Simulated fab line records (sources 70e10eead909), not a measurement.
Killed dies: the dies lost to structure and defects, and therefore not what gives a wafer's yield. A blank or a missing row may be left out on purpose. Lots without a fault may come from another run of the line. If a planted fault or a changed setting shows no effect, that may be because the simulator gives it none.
Chamber matching ; flow nand_harc ; 4 sister chambers for NHARC_A_STAIRCASE_ETCH_444 on rie_diel-13
The step etches the open film in C4F8/O2, target depth 20400 nm, time 6800 s. 4 wafers are shown with their chamber, then 10 later ones without.

== WAFERS PAIRED WITH THEIR CHAMBERS ==
wafer;chamber;rf_vpp_V (V)
L083.2;3;811
L084.4;1;803
L085.2;2;810
L085.3;0;814

== WAFERS WITH NO CHAMBER GIVEN ==
wafer;rf_vpp_V (V)
L085.4;815
L092.4;809
L092.5;815
L092.6;810
L095.2;814
L095.5;808
L095.6;809
L096.2;814
L096.3;808
L096.5;808

== CHAMBER TAKEN BY EACH ==
wafer;from the rows above;in truth
L085.4;0;0
L092.4;can't be placed: 2 or 3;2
L092.5;0;0
L092.6;can't be placed: 2 or 3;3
L095.2;0;0
L095.5;can't be placed: 2 or 3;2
L095.6;can't be placed: 2 or 3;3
L096.2;0;0
L096.3;can't be placed: 2 or 3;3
L096.5;can't be placed: 2 or 3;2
Placed correctly: 4 of 10. Not placeable from these rows: 6 (in 6, the candidates include the true chamber). Wrongly placed: 0.
How it was worked out, from the rows above alone: a wafer's distance from a chamber is the root of the sum, over the readings, of the square of ((its reading less the chamber's mean) divided by the reading's scatter). If the next closest chamber is less than 2 further off than the closest, the wafer can't be placed; otherwise it belongs to the closest. The mean given for a chamber averages the wafers shown for that chamber. The scatter (one wafer shown for each chamber): square how far every hidden wafer sits from the nearest shown wafer, average those squares and take the square root.
